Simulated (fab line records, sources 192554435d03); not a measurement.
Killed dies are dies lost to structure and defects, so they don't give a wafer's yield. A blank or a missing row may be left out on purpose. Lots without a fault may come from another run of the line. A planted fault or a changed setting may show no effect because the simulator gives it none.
Chamber matching | flow n5_finfet | N5_FIN_CUT_ETCH_30 on rie_diel-03: 4 sister chambers
The step etches underlayer in N2/H2, target depth 13 nm, time 10.4 s. 4 wafers are shown with their chamber, then 8 later ones without.

WAFERS WITH THEIR CHAMBER
wafer  | chamber | drypump_motor_current_A (A)
L083.4 | 2       | 5.54
L084.1 | 0       | 5.37
L084.4 | 1       | 6.23
L087.4 | 3       | 5.25

WAFERS WITHOUT THEIR CHAMBER
wafer  | drypump_motor_current_A (A)
L087.5 | 6.23
L087.6 | 5.40
L090.4 | 5.55
L090.5 | 6.24
L090.6 | 5.38
L092.1 | 5.25
L092.2 | 5.40
L092.4 | 5.40

WHICH CHAMBER EACH WENT THROUGH
wafer  | from the rows above | in truth
L087.5 | 1                   | 1
L087.6 | 0                   | 0
L090.4 | 2                   | 2
L090.5 | 1                   | 1
L090.6 | 0                   | 0
L092.1 | 3                   | 3
L092.2 | 0                   | 0
L092.4 | 0                   | 0
Placed correctly: 8 of 8. Can't be placed from these rows: 0. Placed wrongly: 0.
How it was worked out, from the rows above alone: a wafer's distance from a chamber is the root of the sum, over the readings, of the square of ((its reading less the chamber's mean) divided by the reading's scatter). The wafer belongs to the nearest chamber; if the next one is less than 2 further off, it can't be placed. A chamber's mean is the mean of its shown wafers. The scatter: with one shown wafer a chamber, the root of the mean of the squares of how far each hidden wafer lies from its nearest shown one.
